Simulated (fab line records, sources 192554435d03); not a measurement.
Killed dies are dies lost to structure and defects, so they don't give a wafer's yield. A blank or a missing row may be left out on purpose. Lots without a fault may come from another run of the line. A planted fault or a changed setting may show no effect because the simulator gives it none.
Which tool did it? | flow n5_finfet | 8 lots, 24 wafers sampled, at 7 steps of a route of 1938

WHAT THE GAUGES READ, wafer by wafer
N5_SD_EPI_P_EPI_MEAS_23.
lot  | measured    | on            | thk_nm (nm)
L178 | day 3 20:50 | film_metro-01 | 62.3 60.6 60.0
L183 | day 5 00:01 | film_metro-02 | 59.7 60.9 57.7
L185 | day 5 11:02 | film_metro-02 | 61.3 62.4 61.9
L188 | day 6 05:19 | film_metro-02 | 61.8 60.8 61.1
L189 | day 6 09:23 | film_metro-01 | 60.1 60.8 61.7
L191 | day 6 22:10 | film_metro-01 | 71.3 70.2 71.0
L193 | day 7 09:25 | film_metro-02 | 68.6 70.2 70.3
L200 | day 9 02:00 | film_metro-02 | 59.0 61.0 59.1

N5_SD_ACTIVATION_RS_MEAS_03: measures by four-point-probe.
lot  | measured    | on            | RS_SD_N (ohm/sq)  | RS_SD_P (ohm/sq)
L178 | day 3 21:27 | film_metro-02 | 21.88 21.83 21.66 | 55.6 55.5 55.8
L183 | day 5 00:38 | film_metro-02 | 22.17 21.93 21.70 | 57.4 57.2 57.3
L185 | day 5 11:40 | film_metro-01 | 22.23 22.00 22.29 | 55.4 55.8 55.6
L188 | day 6 05:56 | film_metro-01 | 21.63 21.56 21.75 | 55.5 56.2 56.1
L189 | day 6 10:11 | film_metro-02 | 21.76 22.12 22.09 | 56.4 55.9 55.0
L191 | day 6 22:49 | film_metro-01 | 22.02 22.23 22.47 | 43.9 44.8 43.9
L193 | day 7 10:10 | film_metro-02 | 21.78 22.11 21.76 | 46.0 45.9 46.0
L200 | day 9 02:43 | film_metro-01 | 22.00 22.25 21.65 | 56.6 57.0 56.6

N5_BEOL_M4_RC_MEAS_101.
lot  | measured     | on        | DIBL_N (mV/V)  | DIBL_P (mV/V)  | IOFF_N (nA/um)    | IOFF_P (nA/um) | ION_N (uA/um) | ION_P (uA/um) | REXT_P (ohm.um)   | RS_SD_P (ohm/sq) | SS_N (mV/dec)  | SS_P (mV/dec)  | VT_N (mV)         | VT_P (mV)
L178 | day 8 02:38  | prober-01 | 37.6 37.3 38.0 | 39.4 37.8 39.2 | 0.203 0.181 0.197 | 0.29 0.25 0.28 | 694 679 679   | 475 466 470   | 97.3 97.6 97.8    | 64.9 66.3 65.4   | 71.2 71.3 71.7 | 74.3 73.5 74.9 | 245.8 249.1 247.4 | -247 -248 -246
L183 | day 9 06:04  | prober-01 | 35.4 35.5 35.6 | 37.0 37.0 37.2 | 0.167 0.166 0.183 | 0.22 0.21 0.22 | 671 680 684   | 469 463 470   | 103.5 104.7 103.9 | 67.7 67.2 67.5   | 71.3 71.8 71.2 | 74.0 72.8 73.4 | 247.2 245.1 244.9 | -249 -248 -247
L185 | day 9 19:59  | prober-02 | 38.5 35.3 37.8 | 38.9 36.3 39.0 | 0.202 0.153 0.204 | 0.22 0.19 0.24 | 682 678 696   | 455 466 467   | 100.8 100.1 100.0 | 65.8 66.1 66.5   | 72.4 72.1 72.0 | 74.0 73.2 74.1 | 246.2 250.0 245.2 | -250 -253 -249
L188 | day 10 21:23 | prober-01 | 35.2 34.9 33.5 | 34.7 33.7 31.6 | 0.149 0.131 0.115 | 0.19 0.18 0.15 | 680 663 658   | 466 459 449   | 97.7 96.2 97.0    | 64.9 65.4 65.7   | 71.2 71.7 71.1 | 73.7 73.0 72.5 | 248.8 252.6 254.1 | -253 -254 -255
L189 | day 11 00:38 | prober-02 | 37.1 36.8 37.4 | 39.3 40.2 40.5 | 0.176 0.175 0.181 | 0.24 0.27 0.27 | 677 670 674   | 463 463 466   | 98.9 97.9 99.4    | 65.7 65.3 65.3   | 72.4 72.5 72.5 | 73.6 74.6 74.3 | 250.6 249.6 247.8 | -246 -246 -246
L191 | day 11 06:49 | prober-02 | 41.2 36.5 35.5 | 41.8 35.4 33.9 | 0.240 0.138 0.124 | 0.38 0.25 0.22 | 677 662 657   | 480 477 467   | 93.2 92.0 92.3    | 52.0 52.6 52.0   | 72.2 71.1 71.1 | 76.4 73.7 72.6 | 245.5 253.0 253.3 | -244 -247 -245
L193 | day 11 22:59 | prober-01 | 37.2 38.1 35.6 | 38.4 39.0 36.5 | 0.178 0.182 0.146 | 0.28 0.30 0.24 | 690 689 683   | 481 484 482   | 92.4 91.7 91.4    | 54.7 53.6 53.5   | 71.8 71.6 70.7 | 72.6 74.1 72.9 | 245.2 247.6 251.3 | -245 -243 -245
L200 | day 14 02:40 | prober-01 | 37.7 38.0 35.4 | 38.6 37.2 34.7 | 0.167 0.171 0.135 | 0.25 0.22 0.18 | 676 680 667   | 467 469 455   | 96.7 100.7 100.4  | 66.0 66.8 67.2   | 71.3 71.0 71.3 | 73.1 72.6 72.9 | 249.5 249.2 252.4 | -246 -248 -251

WHICH TOOL RAN EACH LOT (tool, then ch and the chambers of the sampled wafers, then the start)
lot  | N5_SD_EPI_N_VAPOR_ETCH_50      | N5_SD_EPI_P_ETCH_47               | N5_SD_EPI_P_ETCH_16               | N5_SD_EPI_P_EPI_21
L178 | epi_rpcvd-04 ch 0, day 3 12:16 | rie_diel-04 ch 0,1,3, day 3 17:49 | rie_diel-04 ch 0,1,3, day 3 17:55 | epi_rpcvd-03 ch 0, day 3 18:39
L183 | epi_rpcvd-03 ch 0, day 4 15:19 | rie_diel-05 ch 0,1, day 4 19:59   | rie_diel-05 ch 0,1, day 4 20:05   | epi_rpcvd-03 ch 0, day 4 21:34
L185 | epi_rpcvd-03 ch 0, day 5 04:34 | rie_diel-05 ch 0,1,3, day 5 08:01 | rie_diel-05 ch 0,1,3, day 5 08:07 | epi_rpcvd-03 ch 0, day 5 08:51
L188 | epi_rpcvd-03 ch 0, day 5 21:17 | rie_diel-05 ch 2,3, day 6 01:26   | rie_diel-05 ch 2,3, day 6 01:32   | epi_rpcvd-01 ch 0, day 6 02:52
L189 | epi_rpcvd-02 ch 0, day 6 02:56 | rie_diel-03 ch 0,1,3, day 6 06:20 | rie_diel-03 ch 0,1,3, day 6 06:26 | epi_rpcvd-03 ch 0, day 6 07:54
L191 | epi_rpcvd-02 ch 0, day 6 15:50 | rie_diel-04 ch 0,2, day 6 19:06   | rie_diel-04 ch 0,2, day 6 19:12   | epi_rpcvd-03 ch 0, day 6 20:41
L193 | epi_rpcvd-03 ch 0, day 7 01:49 | rie_diel-03 ch 0,1,2, day 7 06:22 | rie_diel-03 ch 0,1,2, day 7 06:28 | epi_rpcvd-03 ch 0, day 7 07:34
L200 | epi_rpcvd-02 ch 0, day 8 18:37 | rie_diel-05 ch 0,1,2, day 8 22:58 | rie_diel-05 ch 0,1,2, day 8 23:04 | epi_rpcvd-02 ch 0, day 9 00:10
- N5_SD_EPI_N_VAPOR_ETCH_50: etches Si in HCl, time 54 s.
- N5_SD_EPI_P_ETCH_47: etches SiOCN in CH3F/O2, target depth 25 nm.
- N5_SD_EPI_P_ETCH_16: etches SiO2 in CHF3/O2, target depth 5 nm.
- N5_SD_EPI_P_EPI_21: deposits SiGe:B, time 355 s.

WHAT THE TOOLS THEMSELVES READ (means of the sampled wafers that have a number; where no wafer has one, the mark that the record gives instead)
N5_SD_EPI_N_VAPOR_ETCH_50.
lot  | tool         | chamber_pressure_Torr (Torr) | throttle_valve_pct (%)
L178 | epi_rpcvd-04 | 20.02                        | 11.41
L183 | epi_rpcvd-03 | 19.97                        | 12.14
L185 | epi_rpcvd-03 | 20.01                        | 11.94
L188 | epi_rpcvd-03 | 20.00                        | 12.05
L189 | epi_rpcvd-02 | 20.05                        | 11.96
L191 | epi_rpcvd-02 | 20.04                        | 12.08
L193 | epi_rpcvd-03 | 20.01                        | 11.93
L200 | epi_rpcvd-02 | 20.01                        | 12.09

N5_SD_EPI_P_ETCH_47.
lot  | tool        | CH3F_flow_sccm (sccm) | O2_flow_sccm (sccm) | chamber_pressure_mTorr (mTorr) | drypump_motor_current_A (A) | oes_product_au (a.u.) | rf_vpp_V (V) | showerhead_plenum_p_Torr (Torr) | throttle_valve_pct (%)
L178 | rie_diel-04 | 30.01                 | 19.89               | 30.047                         | 5.90                        | 0.80                  | 125.9        | 1.97                            | 16.32
L183 | rie_diel-05 | 30.02                 | 20.00               | 30.000                         | 5.75                        | 0.70                  | 126.2        | 1.98                            | 16.61
L185 | rie_diel-05 | 30.03                 | 19.96               | 30.001                         | 5.83                        | 0.72                  | 126.4        | 1.97                            | 16.55
L188 | rie_diel-05 | 30.03                 | 20.01               | 29.982                         | 5.92                        | 0.81                  | 125.3        | 2.00                            | 16.49
L189 | rie_diel-03 | 30.00                 | 20.04               | 30.006                         | 5.87                        | 0.74                  | 128.2        | 1.94                            | 16.49
L191 | rie_diel-04 | 30.06                 | 20.03               | 29.985                         | 5.57                        | 0.72                  | 125.7        | 1.91                            | 16.43
L193 | rie_diel-03 | 30.00                 | 19.96               | 29.993                         | 5.85                        | 0.76                  | 128.6        | 2.00                            | 16.45
L200 | rie_diel-05 | 29.99                 | 20.01               | 29.989                         | 5.77                        | 0.75                  | 124.6        | 2.03                            | 16.58

N5_SD_EPI_P_ETCH_16.
lot  | tool        | O2_flow_sccm (sccm) | chamber_pressure_mTorr (mTorr) | drypump_motor_current_A (A) | oes_product_au (a.u.) | rf_vpp_V (V) | showerhead_plenum_p_Torr (Torr) | throttle_valve_pct (%)
L178 | rie_diel-04 | 4.986               | 30.002                         | 5.91                        | 0.80                  | 519          | 2.37                            | 18.89
L183 | rie_diel-05 | 4.988               | 30.003                         | 5.76                        | 0.70                  | 517          | 2.39                            | 19.17
L185 | rie_diel-05 | 5.006               | 29.963                         | 5.83                        | 0.72                  | 516          | 2.37                            | 19.12
L188 | rie_diel-05 | 5.009               | 30.000                         | 5.94                        | 0.81                  | 514          | 2.42                            | 19.10
L189 | rie_diel-03 | 4.984               | 30.011                         | 5.90                        | 0.73                  | 528          | 2.34                            | 19.06
L191 | rie_diel-04 | 4.989               | 30.005                         | 5.55                        | 0.72                  | 520          | 2.31                            | 19.01
L193 | rie_diel-03 | 4.996               | 30.000                         | 5.87                        | 0.76                  | 531          | 2.41                            | 19.03
L200 | rie_diel-05 | 5.004               | 29.990                         | 5.77                        | 0.75                  | 511          | 2.44                            | 19.13

N5_SD_EPI_P_EPI_21.
lot  | tool         | chamber_pressure_Torr (Torr)
L178 | epi_rpcvd-03 | 20.00
L183 | epi_rpcvd-03 | 20.00
L185 | epi_rpcvd-03 | 20.05
L188 | epi_rpcvd-01 | 20.07
L189 | epi_rpcvd-03 | 20.00
L191 | epi_rpcvd-03 | 28.00
L193 | epi_rpcvd-03 | 28.02
L200 | epi_rpcvd-02 | 20.01

THE ANSWER, worked out from the rows above alone
Rule: what is usual is taken from the lots themselves. Put in order of their means at a reading, lots are off if they are a third of the lots or fewer, leave a main group of 4 or more, and stand apart from it by a gap of 3 or more times the standard deviation of the main group's means; of several such gaps the widest counts. A main group whose means are all the same, to the digits that the tables above print for the reading, isn't used. A lot without any number at a reading at which 4 lots or more have one is off too. The other lots that the step has rows for count as sound. The gauges are gone through in route order, then the tools' own readings, and for those a lot's mean is taken as printed above. The first step at which some lot is off is used, and at that step the reading that is off furthest; a lot without a number counts as furthest.
Off: L191, L193, at N5_SD_EPI_P_EPI_MEAS_23 (thk_nm). The main group: mean 60.7 nm, standard deviation 0.85.
A tool fits if, at a process step before that reading, it ran every lot that is off, and no sound lot after the first of them. The gauges at N5_SD_EPI_P_EPI_MEAS_23 aren't tried: what is off there is off at N5_BEOL_M4_RC_MEAS_101 too, on other tools, and a gauge's error can't cause that. One fits: epi_rpcvd-03 at N5_SD_EPI_P_EPI_21. Its last sound lot is L189 (day 6 07:54), its first lot that is off L191 (day 6 20:41): a fault that began between those two fits.
The tool's own readings at N5_SD_EPI_P_EPI_21 bear it out: on the lots that are off they differ by more than 5 times the standard deviation of the sound lots' means. chamber_pressure_Torr reads 28.01 Torr there against 20.02 Torr on the sound lots.

WHAT THE SIMULATOR HAD PUT IN
Process parameter drift: epi_rpcvd-03, from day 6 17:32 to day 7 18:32, at N5_SD_EPI_P_EPI_21. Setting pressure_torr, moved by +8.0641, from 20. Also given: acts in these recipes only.
Lots struck among those shown: L191, L193. The rule above found the same.
